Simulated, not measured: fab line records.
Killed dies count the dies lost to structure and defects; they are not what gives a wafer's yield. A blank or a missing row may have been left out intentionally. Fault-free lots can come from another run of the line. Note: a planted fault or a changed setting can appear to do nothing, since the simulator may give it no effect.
Chamber matching :: flow n5_finfet :: N5_BEOL_M7_ETCH_61 on rie_diel-04: 4 sister chambers
The step etches SiARC in CF4, target depth 45.5 nm, time 75.8 s. 7 wafers are shown with their chamber, then 7 later ones without.

## EACH WAFER AND ITS CHAMBER
wafer: L075.4
chamber: 1
throttle_valve_pct (%): 15.73
showerhead_plenum_p_Torr (Torr): 2.24

wafer: L077.4
chamber: 3
throttle_valve_pct (%): 15.96
showerhead_plenum_p_Torr (Torr): 2.11

wafer: L078.1
chamber: 0
throttle_valve_pct (%): 15.55
showerhead_plenum_p_Torr (Torr): 2.23

wafer: L078.2
chamber: 2
throttle_valve_pct (%): 15.67
showerhead_plenum_p_Torr (Torr): 2.19

wafer: L078.4
chamber: 1
throttle_valve_pct (%): 15.72
showerhead_plenum_p_Torr (Torr): 2.23

wafer: L083.2
chamber: 0
throttle_valve_pct (%): 15.58
showerhead_plenum_p_Torr (Torr): 2.22

wafer: L083.5
chamber: 2
throttle_valve_pct (%): 15.68
showerhead_plenum_p_Torr (Torr): 2.19

## WAFERS MISSING THEIR CHAMBER
wafer: L083.6
throttle_valve_pct (%): 15.74
showerhead_plenum_p_Torr (Torr): 2.23

wafer: L084.1
throttle_valve_pct (%): 15.70
showerhead_plenum_p_Torr (Torr): 2.19

wafer: L084.3
throttle_valve_pct (%): 15.58
showerhead_plenum_p_Torr (Torr): 2.22

wafer: L084.5
throttle_valve_pct (%): 15.74
showerhead_plenum_p_Torr (Torr): 2.23

wafer: L096.1
throttle_valve_pct (%): 15.78
showerhead_plenum_p_Torr (Torr): 2.18

wafer: L096.3
throttle_valve_pct (%): 15.65
showerhead_plenum_p_Torr (Torr): 2.21

wafer: L096.4
throttle_valve_pct (%): 15.56
showerhead_plenum_p_Torr (Torr): 2.09

## THE CHAMBER EACH PASSED THROUGH
wafer: L083.6
from the rows above: 1
in truth: 1

wafer: L084.1
from the rows above: 2
in truth: 2

wafer: L084.3
from the rows above: 0
in truth: 0

wafer: L084.5
from the rows above: 1
in truth: 1

wafer: L096.1
from the rows above: 2
in truth: 2

wafer: L096.3
from the rows above: 2
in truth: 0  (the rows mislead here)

wafer: L096.4
from the rows above: 2
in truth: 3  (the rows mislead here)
Correctly placed: 5 of 7. From these rows, 0 cannot be placed. Wrongly placed: 2.
How it was worked out, from the rows above alone: a wafer's distance from a chamber is the root of the sum, over the readings, of the square of ((its reading less the chamber's mean) divided by the reading's scatter). The wafer belongs to the nearest chamber; if the next one is less than 2 further off, it can't be placed. Each chamber's mean is taken over the wafers shown for it. The scatter: take each reading less its chamber's mean, square it, sum over the shown wafers, divide by the number of wafers less the number of chambers, and take the root.
